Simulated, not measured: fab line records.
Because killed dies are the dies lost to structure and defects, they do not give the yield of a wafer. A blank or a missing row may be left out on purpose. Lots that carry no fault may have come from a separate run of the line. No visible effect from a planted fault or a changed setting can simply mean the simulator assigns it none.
Split-lot experiment | flow n5_finfet | 21 wafers read across 7 lots, on a route 1938 steps long

## ON THE SPLIT
At N5_PMOS_HMC_CHANNEL_EPI_PEB_07 (peb time 60 s), the setting peb_temp_c was moved away from the recipe's 110 C on 10 of the 21 wafers read, by -3.4% to +3.3%. All remaining wafers had this setting at the recipe value.

## BETWEEN THE SPLIT AND THE READING: the file shows 1 step in between
- N5_PMOS_HMC_CHANNEL_EPI_DEVELOP_08: develop time 30 s (also split here: develop_time_s)

## THE READING
cd_nm at N5_PMOS_HMC_CHANNEL_EPI_CD_MEAS_09, given in nm (cd target 237.4 nm). On this fab line, fault-free wafers typically give 237.4 nm with a standard deviation of 0.98 nm.

wafer  | tool, chamber at the split | peb_temp_c as run, C | against the recipe | cd_nm, nm | against lot-mates on the recipe
L078.2 | litho_track-02, 0          | 110                  | recipe             | 239.1     | -
L078.4 | litho_track-02, 0          | 110                  | recipe             | 238.0     | -
L078.6 | litho_track-02, 0          | 110                  | recipe             | 237.9     | -
L081.2 | litho_track-01, 0          | 106.3                | -3.4%              | 225.4     | -10.4
L081.3 | litho_track-01, 0          | 110                  | recipe             | 234.8     | -
L081.4 | litho_track-01, 0          | 110                  | recipe             | 236.8     | -
L083.2 | litho_track-01, 0          | 110                  | recipe             | 236.3     | -
L083.4 | litho_track-01, 0          | 107.2                | -2.5%              | 228.2     | -8.6
L083.5 | litho_track-01, 0          | 110                  | recipe             | 237.3     | -
L085.1 | litho_track-04, 0          | 113.6                | +3.3%              | 247.3     | +10.6
L085.2 | litho_track-04, 0          | 113.6                | +3.3%              | 246.8     | +10.1
L085.3 | litho_track-04, 0          | 110                  | recipe             | 236.7     | -
L089.1 | litho_track-02, 0          | 106.8                | -2.9%              | 226.1     | no lot-mate on the recipe
L089.3 | litho_track-02, 0          | 106.8                | -2.9%              | 226.1     | no lot-mate on the recipe
L089.5 | litho_track-02, 0          | 106.8                | -2.9%              | 227.3     | no lot-mate on the recipe
L092.1 | litho_track-02, 0          | 107.3                | -2.5%              | 227.5     | -9.6
L092.3 | litho_track-02, 0          | 110                  | recipe             | 237.2     | -
L092.6 | litho_track-02, 0          | 110                  | recipe             | 237.1     | -
L095.3 | litho_track-01, 0          | 111.5                | +1.4%              | 240.6     | +5.8
L095.5 | litho_track-01, 0          | 111.5                | +1.4%              | 239.3     | +4.5
L095.6 | litho_track-01, 0          | 110                  | recipe             | 234.8     | -

FIT RESULTS
A straight line over all 21 wafers: cd_nm changes by +3.31 nm for each +1% of peb_temp_c; r = +0.99; the points scatter about the line by 1.1 nm.
The same after taking each lot's own level away (the mean of its wafers on the recipe; 18 wafers): +3.32 nm for each +1%; r = +0.99; scatter 0.73 nm.
According to that fit, moving peb_temp_c by its largest amount changes the reading by 11 nm.
Across the lots, their own levels run from 234.80 to 238.33 nm, a range of 3.6 times the standard deviation given above.
Consequently the slope shifts little with the lot-to-lot level, the two slopes agreeing.
Check: -11.5 nm against its lot-mates is what the line predicts for one of the wafers moved furthest among these (-3.4%) when that wafer is left out of the fit. It came out at -10.4 nm against them.

## THESE WAFERS: OTHER SPLITS
These wafers also went through other splits before the reading. Each is held against what the fit with the lots' levels taken away leaves over:
other split on the same wafers                    | wafers away from the commonest value | r with cd_nm (lot level and that fit taken away)
N5_PMOS_HMC_CHANNEL_EPI_DEVELOP_08 develop_time_s | 8                                    | +0.16

## THE WHOLE CHAIN: every reading that the file lists as answering this split, in the file's order
step                               | what it does             | reading                                                                     | change (the file's fit)              | r (the file's)
N5_PMOS_HMC_CHANNEL_EPI_CD_MEAS_09 | target cd 237.4 nm       | cd_nm                                                                       | +3.35 nm for each +1% of the setting | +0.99
N5_PMOS_HMC_CHANNEL_EPI_DESCUM_14  | chemistry O2, time 7.9 s | PMOS_HMC_CHANNEL_EPI.cd_nm (the simulator's own value, which no gauge read) | +3.28 nm for each +1% of the setting | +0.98

## FILE'S OWN FIT
cd_nm changes by +3.35 nm for each +1% of peb_temp_c, r = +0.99.
